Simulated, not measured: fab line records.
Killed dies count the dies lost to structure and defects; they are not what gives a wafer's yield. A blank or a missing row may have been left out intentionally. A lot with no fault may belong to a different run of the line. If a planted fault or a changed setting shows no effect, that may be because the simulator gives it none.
Chamber matching | flow n5_finfet | N5_DUMMY_GATE_TRIM_49 on rie_si-05 has 4 sister chambers
The step chemistry O2, time 29 s, target cd 14 nm. 8 wafers are shown with their chamber, then 12 later ones without.

== WAFERS WITH THEIR CHAMBER ==
wafer  | chamber | drypump_motor_current_A (A) | throttle_valve_pct (%)
L082.5 | 2       | 6.2                         | 8.34
L083.2 | 3       | 5.6                         | 8.17
L083.4 | 0       | 6.4                         | 8.06
L088.2 | 2       | 6.3                         | 8.36
L088.5 | 3       | 5.6                         | 8.15
L087.3 | 1       | 6.4                         | 8.07
L087.4 | 0       | 6.4                         | 8.07
L087.5 | 1       | 6.4                         | 8.07

== WAFERS WITH NO CHAMBER GIVEN ==
wafer  | drypump_motor_current_A (A) | throttle_valve_pct (%)
L089.1 | 6.4                         | 8.09
L089.4 | 6.3                         | 8.35
L089.6 | 6.4                         | 8.05
L091.1 | 6.2                         | 8.35
L091.3 | 6.4                         | 8.08
L091.6 | 6.3                         | 8.35
L093.3 | 6.3                         | 8.34
L093.4 | 6.4                         | 8.03
L093.5 | 6.4                         | 8.07
L097.1 | 6.4                         | 8.04
L097.3 | 6.4                         | 8.06
L097.5 | 5.6                         | 8.18

== EACH ONE'S CHAMBER ==
wafer  | from the rows above     | in truth
L089.1 | can't be placed: 1 or 0 | 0
L089.4 | 2                       | 2
L089.6 | can't be placed: 0 or 1 | 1
L091.1 | 2                       | 2
L091.3 | can't be placed: 1 or 0 | 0
L091.6 | 2                       | 2
L093.3 | 2                       | 2
L093.4 | can't be placed: 0 or 1 | 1
L093.5 | can't be placed: 1 or 0 | 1
L097.1 | can't be placed: 0 or 1 | 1
L097.3 | can't be placed: 0 or 1 | 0
L097.5 | 3                       | 3
Correct placement for 5 of the 12. Not placeable from these rows: 7 (in 7, the candidates include the true chamber). Number placed wrongly: 0.
How it was worked out, from the rows above alone: a wafer's distance from a chamber is the root of the sum, over the readings, of the square of ((its reading less the chamber's mean) divided by the reading's scatter). If the next closest chamber is less than 2 further off than the closest, the wafer can't be placed; otherwise it belongs to the closest. The mean given for a chamber averages the wafers shown for that chamber. The scatter: take each reading less its chamber's mean, square it, sum over the shown wafers, divide by the number of wafers less the number of chambers, and take the root.
